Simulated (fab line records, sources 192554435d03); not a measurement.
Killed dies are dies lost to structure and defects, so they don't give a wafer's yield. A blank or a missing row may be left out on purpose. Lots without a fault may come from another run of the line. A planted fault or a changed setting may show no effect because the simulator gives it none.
fab line records | flow n5_finfet
record lots=23 wafers=69 last_day=17
route steps=1938 shown BEOL_M6@1250 BEOL_M7@1267
lots that met no fault: from a run of the same line without faults
start_h: hours from the record's first day to the start of the lot's first wafer shown | wait_h: hours since the lot's step before | " the same as in the row above | L1.1+2: a row that stands for several wafers | - no value, or no start given | * or withheld: withheld | < > ~ a bound
route shown NAME@n: a module of which the file shows steps, and the number in the route of the first | usual: mean/standard deviation of fault-free wafers | same: alike in all rows | chamber/n: place in a boat | sites: the reading at each site | _std_site: their standard deviation | _edge_site: outer sites' mean less inner sites' | radius_mm: how far each site lies from the wafer's centre | mask NAME#n: copy n | behind: the tool/chamber that last shaped the wafer | hold: why the lot was held/for how many hours/how that ended | device: the transistor (n, p or np) that didn't switch | end of line: the same wafers' tests at the end of the route | a step without rows: its recipe alone | killed: dies lost to structure and defects at the first sort, not the wafer's yield | map: a wafer's dies, x killed, . not, _ none there
set.NAME: the setting as run; set.NAME@STEP: as run at that earlier step | model.NAME: the simulator's own value behind a step, which no gauge read
steps of the route over a sample of lots; a table a step, a row a wafer
services: from which hour (start_h, from the record's first day; less than 0 if before it) a tool's chamber was out of use, for how many hours, and why
## steps
# step N5_BEOL_M6_PRE_CLEAN_45
# recipe gas=H2/He time_s=30 temp_c=250
# usual heater_power_w=330/23
# columns lot.wafer tool chamber start_h wait_h heater_power_w
L075.3 pvd_sputter-02 - 178.92 0.0 346
L075.4 " - " " 361
L075.6 " - " " 355
L074.1 pvd_sputter-01 - 186.87 0.0 316
L074.2 " - " " 357
L074.4 " - " " 292
L076.2 pvd_sputter-01 - 199.11 0.0 296
L076.3 " - " " 309
L076.5 " - " " 318
L077.4 pvd_sputter-03 - 202.86 0.0 357
L077.5 " - " " 334
L077.6 " - " " 364
L079.2 pvd_sputter-01 - 210.05 0.0 349
L079.3 " - " " 319
L079.6 " - " " 320
L078.1 pvd_sputter-03 - 216.17 0.0 349
L078.2 " - " " 336
L078.6 " - " " 346
L080.2 pvd_sputter-03 - 216.91 0.0 321
L080.3 " - " " 327
L080.6 " - " " 360
L081.2 pvd_sputter-03 - 219.70 0.0 319
L081.5 " - " " 319
L081.6 " - " " 323
L082.1 pvd_sputter-01 - 228.67 0.0 307
L082.3 " - " " 299
L082.4 " - " " 345
L083.1 pvd_sputter-01 - 231.82 0.0 350
L083.2 " - " " 303
L083.4 " - " " 351
L084.2 pvd_sputter-03 - 247.02 0.0 355
L084.3 " - " " 348
L084.6 " - " " 327
L087.3 pvd_sputter-01 - 264.39 0.0 354
L087.5 " - " " 350
L087.6 " - " " 349
L086.2 pvd_sputter-03 - 268.30 0.0 342
L086.4 " - " " 358
L086.6 " - " " 320
L085.1 pvd_sputter-01 - 268.57 0.0 306
L085.3 " - " " 362
L085.4 " - " " 315
L088.1 pvd_sputter-01 - 289.05 0.0 350
L088.5 " - " " 311
L088.6 " - " " 305
L089.3 pvd_sputter-01 - 289.17 0.0 352
L089.4 " - " " 362
L089.6 " - " " 317
L091.1 pvd_sputter-02 - 289.86 0.0 301
L091.2 " - " " 279
L091.6 " - " " 357
L090.2 pvd_sputter-03 - 291.70 0.0 324
L090.4 " - " " 362
L090.5 " - " " 327
L092.1 pvd_sputter-01 - 292.01 0.0 363
L092.4 " - " " 356
L092.6 " - " " 355
L094.2 pvd_sputter-02 - 296.48 0.0 344
L094.3 " - " " 291
L094.5 " - " " 301
L095.4 pvd_sputter-02 - 314.37 0.0 293
L095.5 " - " " 291
L095.6 " - " " 340
L096.4 pvd_sputter-03 - 318.17 0.0 356
L096.5 " - " " 322
L096.6 " - " " 333
L097.1 pvd_sputter-02 - 331.38 0.0 360
L097.4 " - " " 288
L097.5 " - " " 357
# step N5_BEOL_M7_HM_DEP_02
# recipe material=TiN target_thk_a=200 temp_c=25 chamber_pressure_pa=0.49996
# usual throttle_valve_pct=29.9/0.9
# columns lot.wafer tool chamber start_h wait_h throttle_valve_pct
L075.3 pvd_sputter-01 - 183.67 0.8 29.1
L075.4 " - " " 28.2
L075.6 " - " " 30.2
L074.1 pvd_sputter-02 - 192.13 2.2 30.1
L074.2 " - " " 31.2
L074.4 " - " " 29.0
L076.2 pvd_sputter-02 - 203.86 1.3 30.1
L076.3 " - " " 30.9
L076.5 " - " " 29.5
L077.4 pvd_sputter-03 - 207.07 1.8 30.3
L077.5 " - " " 30.3
L077.6 " - " " 30.2
L079.2 pvd_sputter-03 - 213.04 0.4 29.8
L079.3 " - " " 29.4
L079.6 " - " " 30.3
L078.1 pvd_sputter-03 - 219.20 0.0 31.9
L078.2 " - " " 30.1
L078.6 " - " " 31.5
L080.2 pvd_sputter-03 - 220.38 0.4 30.1
L080.3 " - " " 31.8
L080.6 " - " " 29.2
L081.2 pvd_sputter-01 - 223.76 1.6 29.3
L081.5 " - " " 30.5
L081.6 " - " " 29.1
L082.1 pvd_sputter-03 - 231.07 0.0 31.8
L082.3 " - " " 29.9
L082.4 " - " " 29.3
L083.1 pvd_sputter-01 - 235.96 0.4 30.3
L083.2 " - " " 27.9
L083.4 " - " " 29.2
L084.2 pvd_sputter-02 - 251.35 1.6 29.4
L084.3 " - " " 29.9
L084.6 " - " " 29.3
L087.3 pvd_sputter-01 - 268.69 0.9 30.1
L087.5 " - " " 30.2
L087.6 " - " " 28.9
L086.2 pvd_sputter-01 - 272.57 0.6 30.1
L086.4 " - " " 29.8
L086.6 " - " " 28.0
L085.1 pvd_sputter-01 - 273.31 0.0 30.1
L085.3 " - " " 28.2
L085.4 " - " " 30.1
L088.1 pvd_sputter-03 - 291.94 0.5 29.9
L088.5 " - " " 30.3
L088.6 " - " " 29.9
L089.3 pvd_sputter-01 - 292.09 0.4 30.2
L089.4 " - " " 29.2
L089.6 " - " " 28.5
L091.1 pvd_sputter-01 - 292.63 0.5 28.2
L091.2 " - " " 29.0
L091.6 " - " " 28.1
L090.2 pvd_sputter-03 - 294.21 0.0 31.6
L090.4 " - " " 30.3
L090.5 " - " " 30.0
L092.1 pvd_sputter-02 - 294.94 0.4 29.5
L092.4 " - " " 29.3
L092.6 " - " " 29.2
L094.2 pvd_sputter-02 - 299.48 0.3 29.5
L094.3 " - " " 29.1
L094.5 " - " " 29.5
L095.4 pvd_sputter-03 - 318.03 1.0 31.9
L095.5 " - " " 30.5
L095.6 " - " " 31.6
L096.4 pvd_sputter-02 - 322.73 2.2 30.4
L096.5 " - " " 31.4
L096.6 " - " " 30.4
L097.1 pvd_sputter-02 - 335.76 0.9 31.0
L097.4 " - " " 30.2
L097.5 " - " " 29.4
# step N5_BEOL_M7_INSPECT_13
# recipe mode=adi inspect_instrument=brightfield
# usual raw_defect_count=420/100
# columns lot.wafer tool chamber start_h wait_h raw_defect_count
L075.3 defect_inspect-01 - 184.22 0.0 397
L075.4 " - " " 379
L075.6 " - " " 472
L074.1 defect_inspect-02 - 192.70 0.0 720
L074.2 " - " " 484
L074.4 " - " " 570
L076.2 defect_inspect-01 - 204.41 0.0 280
L076.3 " - " " 268
L076.5 " - " " 409
L077.4 defect_inspect-01 - 207.50 0.0 418
L077.5 " - " " 393
L077.6 " - " " 415
L079.2 defect_inspect-02 - 213.48 0.0 541
L079.3 " - " " 358
L079.6 " - " " 440
L078.1 defect_inspect-02 - 219.62 0.0 473
L078.2 " - " " 453
L078.6 " - " " 411
L080.2 defect_inspect-02 - 220.93 0.0 386
L080.3 " - " " 498
L080.6 " - " " 455
L081.2 defect_inspect-01 - 224.31 0.0 513
L081.5 " - " " 318
L081.6 " - " " 305
L082.1 defect_inspect-01 - 231.64 0.0 226
L082.3 " - " " 330
L082.4 " - " " 377
L083.1 defect_inspect-01 - 236.39 0.0 305
L083.2 " - " " 379
L083.4 " - " " 316
L084.2 defect_inspect-02 - 251.90 0.0 293
L084.3 " - " " 481
L084.6 " - " " 379
L087.3 defect_inspect-01 - 269.15 0.0 354
L087.5 " - " " 469
L087.6 " - " " 512
L086.2 defect_inspect-01 - 273.00 0.0 330
L086.4 " - " " 308
L086.6 " - " " 374
L085.1 defect_inspect-02 - 273.87 0.0 410
L085.3 " - " " 520
L085.4 " - " " 491
L088.1 defect_inspect-01 - 292.37 0.0 399
L088.5 " - " " 385
L088.6 " - " " 403
L089.3 defect_inspect-01 - 292.64 0.0 457
L089.4 " - " " 337
L089.6 " - " " 378
L091.1 defect_inspect-01 - 293.06 0.0 290
L091.2 " - " " 217
L091.6 " - " " 228
L090.2 defect_inspect-02 - 294.77 0.0 518
L090.4 " - " " 523
L090.5 " - " " 527
L092.1 defect_inspect-01 - 295.49 0.0 727
L092.4 " - " " 412
L092.6 " - " " 657
L094.2 defect_inspect-02 - 300.03 0.0 365
L094.3 " - " " 557
L094.5 " - " " 409
L095.4 defect_inspect-01 - 318.59 0.0 535
L095.5 " - " " 476
L095.6 " - " " 426
L096.4 defect_inspect-02 - 323.29 0.0 276
L096.5 " - " " 303
L096.6 " - " " 302
L097.1 defect_inspect-02 - 337.80 0.0 436
L097.4 " - " " 419
L097.5 " - " " 441
# step N5_BEOL_M7_DESCUM_33
# recipe chemistry=O2 time_s=7 source_power_w=50 bias_power_w=20 pressure_mtorr=20 rf_frequency_hz=2.712e+07 temp_c=40 resist=CAR-EUV o2_flow_sccm=225
# usual bias_power_w=19.99/0.06 drypump_motor_current_A=5.6/0.35 o2_flow_sccm=225.0/0.65 oes_product_au=0.79/0.1 rf_vpp_V=243.4/1.2 showerhead_plenum_p_Torr=2.12/0.054 throttle_valve_pct=20.52/0.28
# columns lot.wafer tool chamber start_h wait_h bias_power_w drypump_motor_current_A o2_flow_sccm oes_product_au rf_hours_counter_h rf_vpp_V showerhead_plenum_p_Torr throttle_valve_pct
L075.3 rie_diel-01 3 186.94 0.4 20.07 5.2 225.0 0.68 227 241.2 2.08 20.72
L075.4 " 1 " " 20.06 5.5 225.6 0.73 163 244.1 2.16 20.39
L075.6 " 0 " " 19.85 5.3 224.4 0.88 - 244.2 2.13 20.70
L074.1 rie_diel-01 0 195.05 0.0 19.99 5.3 224.9 0.89 40 244.1 2.13 20.69
L074.2 " 1 " " 20.02 5.5 225.1 0.74 164 245.0 2.16 20.40
L074.4 " 2 " " 19.93 5.9 225.4 0.72 214 244.1 2.05 20.66
L076.2 rie_diel-02 0 206.63 0.0 19.89 5.8 224.9 0.86 49 245.0 2.14 20.42
L076.3 " 1 " " 19.93 5.9 225.7 0.71 218 243.9 2.10 20.51
L076.5 " 0 " " 20.00 5.8 224.6 0.86 - 242.1 2.14 20.42
L077.4 rie_diel-06 0 208.52 0.0 19.97 5.3 224.9 0.75 165 245.3 2.20 20.57
L077.5 " 2 " " 19.91 5.0 224.3 0.86 - 243.1 2.15 20.52
L077.6 " 1 " " 20.06 6.0 224.9 0.70 - 245.3 2.17 20.81
L079.2 rie_diel-01 3 215.24 0.1 20.10 5.2 224.7 0.67 235 241.2 2.07 20.73
L079.3 " 1 " " 20.01 5.5 226.4 0.73 169 245.7 2.15 20.40
L079.6 " 3 " " 20.05 5.2 223.8 0.67 - 243.1 2.07 20.72
L078.1 rie_diel-02 0 220.85 0.0 20.04 5.8 224.6 0.86 53 242.9 2.14 20.43
L078.2 " 3 " " 20.03 5.7 225.2 0.70 243 242.7 2.06 20.79
L078.6 " 0 " " 20.01 5.8 224.7 0.86 - 243.6 2.14 20.44
L080.2 rie_diel-06 3 223.66 0.4 19.97 4.9 226.2 0.69 232 240.9 1.98 20.97
L080.3 " 0 " " 20.04 5.3 223.0 0.75 170 243.9 2.20 20.57
L080.6 " 1 " " 19.91 5.9 225.7 0.70 - 244.5 2.17 20.82
L081.2 rie_diel-06 1 225.53 0.0 20.00 5.9 225.5 0.69 228 245.1 2.17 20.84
L081.5 " 0 " " 19.93 5.3 224.8 0.74 - 243.6 2.20 20.57
L081.6 " 1 " " 20.00 5.9 226.3 0.68 - 244.4 2.17 20.83
L082.1 rie_diel-06 2 233.43 0.0 20.07 5.0 225.6 0.85 76 244.3 2.15 20.53
L082.3 " 1 " " 20.07 5.9 224.5 0.70 230 244.5 2.17 20.82
L082.4 " 0 " " 19.99 5.3 225.1 0.74 173 244.0 2.20 20.58
L083.1 rie_diel-01 1 238.51 0.1 19.97 5.5 224.0 0.73 177 242.9 2.15 20.39
L083.2 " 0 " " 19.90 5.3 224.9 0.86 54 244.4 2.13 20.73
L083.4 " 2 " " 19.90 5.9 225.3 0.71 228 243.1 2.04 20.68
L084.2 rie_diel-06 3 254.89 0.4 20.01 4.9 224.6 0.68 242 239.7 1.97 20.97
L084.3 " 0 " " 20.05 5.3 225.6 0.73 180 241.5 2.20 20.59
L084.6 " 3 " " 19.92 4.9 224.5 0.69 - 241.1 1.97 20.98
L087.3 rie_diel-02 2 271.21 0.0 20.02 5.6 225.2 0.93 20 244.9 2.10 19.88
L087.5 " 2 " " 20.10 5.6 224.7 0.93 - 245.3 2.10 19.86
L087.6 " 1 " " 19.95 5.9 225.4 0.69 - 242.1 2.09 20.54
L086.2 rie_diel-02 2 274.20 0.2 19.90 5.6 225.4 0.94 21 244.7 2.10 19.87
L086.4 " 1 " " 19.97 5.9 225.3 0.68 - 243.7 2.09 20.53
L086.6 " 2 " " 19.88 5.6 225.3 0.93 - 242.5 2.10 19.87
L085.1 rie_diel-02 2 275.13 0.2 19.97 5.6 224.9 0.93 22 243.4 2.10 19.88
L085.3 " 0 " " 19.93 5.8 225.4 0.83 73 245.0 2.13 20.46
L085.4 " 0 " " 20.01 5.8 224.9 0.84 - 243.0 2.13 20.45
L088.1 rie_diel-02 2 293.55 0.2 19.92 5.6 224.6 0.94 26 243.0 2.10 19.87
L088.5 " 2 " " 19.88 5.6 224.7 0.92 - 243.2 2.10 19.89
L088.6 " 1 " " 19.98 5.9 224.6 0.69 - 242.2 2.09 20.57
L089.3 rie_diel-01 1 293.76 0.1 19.99 5.5 224.2 0.71 197 243.9 2.14 20.44
L089.4 " 2 " " 20.00 5.9 224.4 0.69 - 242.7 2.03 20.70
L089.6 " 0 " " 20.07 5.3 223.7 0.86 - 244.3 2.12 20.73
L091.1 rie_diel-02 1 294.18 0.2 19.97 5.9 225.8 0.69 247 240.6 2.09 20.54
L091.2 " 2 " " 20.02 5.7 224.1 0.92 27 244.0 2.10 19.87
L091.6 " 1 " " 19.94 5.9 224.9 0.69 - 242.8 2.09 20.55
L090.2 rie_diel-06 1 295.77 0.0 19.94 5.9 225.1 0.67 248 243.0 2.16 20.85
L090.4 " 1 " " 19.92 5.9 225.0 0.68 - 242.9 2.16 20.85
L090.5 " 2 " " 19.93 5.0 225.3 0.82 - 243.4 2.14 20.56
L092.1 rie_diel-06 2 296.56 0.0 19.93 5.0 225.7 0.83 98 242.7 2.14 20.57
L092.4 " 0 " " 19.99 5.3 225.5 0.71 195 243.6 2.19 20.61
L092.6 " 1 " " 19.97 5.9 225.3 0.67 - 244.0 2.16 20.84
L094.2 rie_diel-06 3 301.10 0.0 20.01 4.9 225.1 1.02 1 245.5 2.23 20.62
L094.3 " 1 " " 19.98 5.9 224.2 0.68 250 244.4 2.16 20.83
L094.5 " 3 " " 20.04 4.9 224.7 1.01 - 246.1 2.23 20.61
L095.4 rie_diel-02 0 322.05 0.1 20.06 5.8 225.2 0.82 - 242.3 2.13 20.48
L095.5 " 2 " " 19.96 5.7 225.2 0.91 - 243.5 2.10 19.90
L095.6 " 0 " " 20.02 5.8 225.6 0.82 - 243.7 2.13 20.47
L096.4 rie_diel-02 1 325.51 0.3 20.01 5.9 225.9 0.97 - 244.2 2.09 20.16
L096.5 " 0 " " 20.01 5.8 225.6 0.81 - 243.0 2.13 20.49
L096.6 " 2 " " 19.92 5.6 225.2 0.90 - 243.7 2.10 19.90
L097.1 rie_diel-06 2 341.05 0.0 19.89 5.1 224.8 0.81 113 244.0 2.14 20.58
L097.4 " 0 " " 19.95 5.3 227.3 0.71 209 244.6 2.19 20.63
L097.5 " 2 " " 20.00 5.0 224.5 0.80 - 244.5 2.14 20.60
# step N5_BEOL_M7_ETCH_72
# recipe chemistry=N2/H2 target=underlayer target_depth_a=65 mask_material=CAR-EUV time_s=5.2 ion_energy_ev=200 pressure_mtorr=30 source_w=840 bias_w=150 n2_flow_sccm=200 h2_flow_sccm=200 ends=cleared
# usual drypump_motor_current_A=5.6/0.35 etch_rf_on_time_s=5.18/0.17 oes_product_au=0.67/0.08 rf_vpp_V=524.5/2.2 showerhead_plenum_p_Torr=2.56/0.064 throttle_valve_pct=17.8/0.32
# columns lot.wafer tool chamber start_h wait_h drypump_motor_current_A etch_rf_on_time_s oes_product_au rf_hours_counter_h rf_vpp_V showerhead_plenum_p_Torr throttle_valve_pct
L075.3 rie_diel-01 3 186.98 0.0 5.2 5.30 0.59 227 522.8 2.51 18.1
L075.4 " 1 " " 5.5 5.41 0.62 163 526.4 2.64 17.9
L075.6 " 0 " " 5.3 5.16 0.73 - 523.3 2.57 17.9
L074.1 rie_diel-01 0 195.09 0.0 5.3 5.09 0.74 40 522.9 2.57 17.9
L074.2 " 1 " " 5.5 5.31 0.62 164 527.2 2.64 17.9
L074.4 " 2 " " 5.9 5.22 0.61 214 521.1 2.52 18.3
L076.2 rie_diel-02 0 206.66 0.0 5.8 5.37 0.72 49 523.7 2.56 17.5
L076.3 " 1 " " 5.9 5.28 0.60 218 523.1 2.51 17.7
L076.5 " 0 " " 5.8 5.38 0.72 - 526.3 2.56 17.5
L077.4 rie_diel-06 0 208.56 0.0 5.3 4.86 0.65 165 528.3 2.66 17.9
L077.5 " 2 " " 5.0 4.80 0.76 - 525.8 2.57 17.7
L077.6 " 1 " " 5.9 5.06 0.59 - 527.5 2.63 18.2
L079.2 rie_diel-01 3 215.27 0.0 5.2 5.39 0.57 235 522.0 2.51 18.1
L079.3 " 1 " " 5.5 5.41 0.63 169 526.5 2.63 17.9
L079.6 " 3 " " 5.2 5.31 0.58 - 523.1 2.51 18.1
L078.1 rie_diel-02 0 220.88 0.0 5.8 5.41 0.72 53 525.1 2.56 17.5
L078.2 " 3 " " 5.7 5.25 0.59 243 521.3 2.50 18.2
L078.6 " 0 " " 5.9 5.43 0.71 - 526.0 2.56 17.5
L080.2 rie_diel-06 3 223.70 0.0 4.9 5.03 0.60 232 520.7 2.39 18.2
L080.3 " 0 " " 5.3 4.85 0.64 170 525.5 2.65 17.9
L080.6 " 1 " " 6.0 5.16 0.59 - 524.9 2.63 18.3
L081.2 rie_diel-06 1 225.56 0.0 6.0 5.06 0.61 228 527.9 2.63 18.2
L081.5 " 0 " " 5.3 4.87 0.65 - 526.8 2.65 17.9
L081.6 " 1 " " 6.0 5.08 0.59 - 525.4 2.63 18.3
L082.1 rie_diel-06 2 233.47 0.0 5.1 4.99 0.73 76 524.2 2.57 17.7
L082.3 " 1 " " 6.0 5.10 0.60 230 527.7 2.62 18.3
L082.4 " 0 " " 5.3 4.94 0.64 173 526.6 2.65 18.0
L083.1 rie_diel-01 1 238.54 0.0 5.5 5.32 0.63 177 526.6 2.63 18.0
L083.2 " 0 " " 5.3 5.12 0.72 54 525.6 2.56 17.9
L083.4 " 2 " " 5.9 5.17 0.60 228 524.7 2.51 18.3
L084.2 rie_diel-06 3 254.92 0.0 4.9 5.04 0.59 242 519.3 2.38 18.2
L084.3 " 0 " " 5.3 4.91 0.64 180 524.8 2.65 17.9
L084.6 " 3 " " 4.9 5.07 0.58 - 521.0 2.38 18.2
L087.3 rie_diel-02 2 271.25 0.0 5.7 5.30 0.79 20 527.0 2.57 17.3
L087.5 " 2 " " 5.7 5.29 0.77 - 526.6 2.57 17.3
L087.6 " 1 " " 5.9 5.30 0.58 - 522.9 2.50 17.8
L086.2 rie_diel-02 2 274.23 0.0 5.6 5.29 0.76 21 527.0 2.57 17.3
L086.4 " 1 " " 5.9 5.33 0.58 - 522.0 2.50 17.7
L086.6 " 2 " " 5.6 5.27 0.78 - 524.0 2.57 17.3
L085.1 rie_diel-02 2 275.16 0.0 5.6 5.22 0.77 22 524.9 2.57 17.3
L085.3 " 0 " " 5.8 5.38 0.70 73 523.2 2.55 17.5
L085.4 " 0 " " 5.8 5.36 0.70 - 524.9 2.55 17.5
L088.1 rie_diel-02 2 293.59 0.0 5.7 5.28 0.76 26 526.5 2.56 17.3
L088.5 " 2 " " 5.7 5.27 0.76 - 526.4 2.56 17.3
L088.6 " 1 " " 5.9 5.26 0.59 - 521.5 2.49 17.7
L089.3 rie_diel-01 1 293.79 0.0 5.5 5.37 0.60 197 527.3 2.62 18.0
L089.4 " 2 " " 5.9 5.28 0.59 - 523.1 2.50 18.4
L089.6 " 0 " " 5.3 5.09 0.71 - 525.9 2.56 17.9
L091.1 rie_diel-02 1 294.22 0.0 5.9 5.27 0.59 247 522.4 2.49 17.8
L091.2 " 2 " " 5.6 5.29 0.76 27 523.5 2.56 17.3
L091.6 " 1 " " 5.9 5.33 0.59 - 520.4 2.49 17.8
L090.2 rie_diel-06 1 295.80 0.0 6.0 5.13 0.57 248 526.0 2.62 18.3
L090.4 " 1 " " 6.0 5.18 0.58 - 525.6 2.62 18.3
L090.5 " 2 " " 5.0 4.93 0.72 - 524.4 2.56 17.8
L092.1 rie_diel-06 2 296.59 0.0 5.0 4.95 0.72 98 522.6 2.56 17.8
L092.4 " 0 " " 5.3 4.91 0.63 195 526.1 2.64 18.0
L092.6 " 1 " " 6.0 5.16 0.57 - 526.3 2.62 18.3
L094.2 rie_diel-06 3 301.13 0.0 4.9 5.05 0.88 1 529.0 2.69 17.8
L094.3 " 1 " " 6.0 5.16 0.59 250 527.4 2.62 18.3
L094.5 " 3 " " 4.9 4.99 0.86 - 528.8 2.70 17.8
L095.4 rie_diel-02 0 322.10 0.0 5.9 5.44 0.68 - 523.4 2.54 17.6
L095.5 " 2 " " 5.6 5.21 0.74 - 524.4 2.56 17.3
L095.6 " 0 " " 5.8 5.45 0.68 - 525.6 2.54 17.5
L096.4 rie_diel-02 1 325.53 0.0 5.9 5.25 0.81 - 520.6 2.49 17.3
L096.5 " 0 " " 5.9 5.43 0.67 - 523.6 2.54 17.5
L096.6 " 2 " " 5.6 5.28 0.74 - 525.3 2.56 17.4
L097.1 rie_diel-06 2 341.08 0.0 5.0 5.00 0.71 113 524.5 2.55 17.8
L097.4 " 0 " " 5.4 4.95 0.63 209 526.2 2.64 18.0
L097.5 " 2 " " 5.0 4.99 0.70 - 522.6 2.55 17.8
# step N5_BEOL_M7_VIA_ETCH_34
# recipe chemistry=C4F6/O2 target=SiCOH_lowk target_depth_a=1255 mask_material=SOC taper_deg=4 time_s=50.5 ion_energy_ev=250 pressure_mtorr=30 source_w=345 bias_w=185 Ar_flow_sccm=300 C4F6_flow_sccm=10 O2_flow_sccm=10
# usual drypump_motor_current_A=5.6/0.35 oes_ar_750_au=0.78/0.089 oes_product_au=0.79/0.097 rf_vpp_V=668/13 showerhead_plenum_p_Torr=2.87/0.063 throttle_valve_pct=20.9/0.31
# columns lot.wafer tool chamber start_h wait_h drypump_motor_current_A oes_ar_750_au oes_product_au rf_hours_counter_h rf_vpp_V showerhead_plenum_p_Torr throttle_valve_pct
L075.3 rie_diel-01 3 187.12 0.0 5.2 0.70 0.68 227 667 2.77 20.9
L075.4 " 1 " " 5.5 0.74 0.73 163 682 2.93 20.9
L075.6 " 0 " " 5.3 0.84 0.87 - 673 2.89 21.1
L074.1 rie_diel-01 0 195.23 0.0 5.3 0.84 0.86 40 671 2.89 21.1
L074.2 " 1 " " 5.5 0.74 0.73 164 680 2.93 20.9
L074.4 " 2 " " 5.9 0.71 0.72 214 679 2.85 21.5
L076.2 rie_diel-02 0 206.81 0.0 5.9 0.83 0.85 49 675 2.88 20.8
L076.3 " 1 " " 5.9 0.71 0.70 219 658 2.85 20.9
L076.5 " 0 " " 5.9 0.84 0.85 - 676 2.88 20.8
L077.4 rie_diel-06 0 208.70 0.0 5.3 0.75 0.75 166 678 2.97 20.9
L077.5 " 2 " " 5.0 0.86 0.86 - 657 2.87 20.7
L077.6 " 1 " " 6.0 0.69 0.69 - 666 2.93 21.2
L079.2 rie_diel-01 3 215.42 0.0 5.2 0.69 0.68 235 667 2.77 20.9
L079.3 " 1 " " 5.5 0.73 0.72 169 681 2.93 20.9
L079.6 " 3 " " 5.2 0.70 0.69 - 668 2.77 20.9
L078.1 rie_diel-02 0 221.03 0.0 5.8 0.83 0.85 53 675 2.88 20.8
L078.2 " 3 " " 5.8 0.70 0.69 243 640 2.79 21.2
L078.6 " 0 " " 5.8 0.83 0.84 - 677 2.88 20.8
L080.2 rie_diel-06 3 223.84 0.0 4.9 0.70 0.70 232 648 2.74 21.7
L080.3 " 0 " " 5.3 0.75 0.75 170 678 2.97 20.9
L080.6 " 1 " " 6.0 0.69 0.69 - 664 2.93 21.2
L081.2 rie_diel-06 1 225.71 0.0 6.0 0.70 0.69 228 664 2.93 21.2
L081.5 " 0 " " 5.3 0.75 0.74 - 678 2.97 20.9
L081.6 " 1 " " 5.9 0.69 0.69 - 665 2.93 21.2
L082.1 rie_diel-06 2 233.61 0.0 5.0 0.86 0.86 76 657 2.86 20.7
L082.3 " 1 " " 5.9 0.69 0.70 231 663 2.93 21.2
L082.4 " 0 " " 5.3 0.75 0.75 173 678 2.96 20.9
L083.1 rie_diel-01 1 238.69 0.0 5.5 0.73 0.72 177 683 2.93 20.9
L083.2 " 0 " " 5.3 0.82 0.84 54 670 2.88 21.1
L083.4 " 2 " " 5.9 0.70 0.70 228 679 2.84 21.5
L084.2 rie_diel-06 3 255.07 0.0 4.9 0.70 0.68 242 647 2.74 21.7
L084.3 " 0 " " 5.3 0.73 0.74 180 679 2.96 20.9
L084.6 " 3 " " 4.9 0.69 0.69 - 648 2.74 21.7
L087.3 rie_diel-02 2 271.39 0.0 5.7 0.89 0.91 20 686 2.88 20.4
L087.5 " 2 " " 5.7 0.90 0.91 - 689 2.88 20.4
L087.6 " 1 " " 5.9 0.69 0.69 - 657 2.84 21.0
L086.2 rie_diel-02 2 274.38 0.0 5.6 0.89 0.92 21 687 2.88 20.4
L086.4 " 1 " " 5.9 0.70 0.70 - 659 2.84 21.0
L086.6 " 2 " " 5.7 0.90 0.92 - 689 2.88 20.4
L085.1 rie_diel-02 2 275.31 0.0 5.6 0.89 0.92 22 689 2.88 20.4
L085.3 " 0 " " 5.8 0.80 0.83 73 675 2.87 20.8
L085.4 " 0 " " 5.8 0.80 0.83 - 675 2.87 20.8
L088.1 rie_diel-02 2 293.74 0.0 5.7 0.87 0.91 26 687 2.87 20.4
L088.5 " 2 " " 5.7 0.88 0.91 - 687 2.87 20.4
L088.6 " 1 " " 5.9 0.69 0.70 - 656 2.84 21.0
L089.3 rie_diel-01 1 293.94 0.0 5.5 0.72 0.70 197 681 2.92 21.0
L089.4 " 2 " " 5.9 0.69 0.68 - 681 2.84 21.5
L089.6 " 0 " " 5.3 0.81 0.84 - 672 2.88 21.1
L091.1 rie_diel-02 1 294.36 0.0 5.9 0.69 0.70 247 656 2.84 21.0
L091.2 " 2 " " 5.6 0.88 0.92 27 689 2.87 20.4
L091.6 " 1 " " 5.9 0.68 0.69 - 658 2.84 21.0
L090.2 rie_diel-06 1 295.95 0.0 6.0 0.68 0.68 248 663 2.92 21.2
L090.4 " 1 " " 6.0 0.69 0.68 - 663 2.92 21.2
L090.5 " 2 " " 5.0 0.83 0.83 - 658 2.86 20.8
L092.1 rie_diel-06 2 296.74 0.0 5.0 0.83 0.84 99 656 2.86 20.8
L092.4 " 0 " " 5.3 0.73 0.73 195 679 2.95 20.9
L092.6 " 1 " " 5.9 0.67 0.68 - 663 2.92 21.2
L094.2 rie_diel-06 3 301.28 0.0 4.9 1.01 1.01 1 659 3.08 21.4
L094.3 " 1 " " 5.9 0.68 0.68 250 664 2.92 21.2
L094.5 " 3 " " 4.9 1.02 1.01 - 658 3.08 21.4
L095.4 rie_diel-02 0 322.33 0.0 5.8 0.79 0.80 - 676 2.87 20.8
L095.5 " 2 " " 5.7 0.86 0.89 - 688 2.87 20.4
L095.6 " 0 " " 5.8 0.79 0.80 - 675 2.87 20.8
L096.4 rie_diel-02 1 325.69 0.0 5.9 0.96 0.97 - 656 2.84 20.6
L096.5 " 0 " " 5.8 0.78 0.81 - 674 2.87 20.8
L096.6 " 2 " " 5.6 0.87 0.89 - 689 2.87 20.4
L097.1 rie_diel-06 2 341.23 0.0 5.1 0.81 0.82 113 655 2.85 20.8
L097.4 " 0 " " 5.3 0.72 0.71 209 677 2.95 21.0
L097.5 " 2 " " 5.1 0.82 0.82 - 655 2.85 20.8
## services
# columns tool chamber start_h hours kind
pvd_sputter-02 - 166.21 1.9 repair
rie_diel-02 1 178.83 7.1 repair
pvd_sputter-03 - 186.93 2.6 repair
rie_diel-02 2 196.07 - clean
rie_diel-02 2 196.07 - consumable_replace:focus_ring
rie_diel-01 2 220.13 3.2 repair
rie_diel-02 3 236.85 - clean
rie_diel-02 3 236.85 - consumable_replace:focus_ring
rie_diel-02 3 236.85 19.3 scheduled_down
rie_diel-02 3 236.85 19.3 vent_cycle
rie_diel-02 3 266.56 10.3 repair
rie_diel-06 3 276.06 - clean
rie_diel-06 3 276.06 - consumable_replace:focus_ring
rie_diel-06 3 276.06 - consumable_replace:showerhead
rie_diel-06 1 301.49 - clean
rie_diel-06 1 301.49 - consumable_replace:focus_ring
rie_diel-06 1 301.49 12.5 scheduled_down
rie_diel-06 1 301.49 12.5 vent_cycle
pvd_sputter-01 - 301.73 2.1 repair
rie_diel-02 1 304.80 - clean
rie_diel-02 1 304.80 - consumable_replace:focus_ring
pvd_sputter-01 - 310.66 1.0 repair
rie_diel-02 3 320.24 22.2 repair
pvd_sputter-01 - 328.15 1.8 repair
## key
fault none
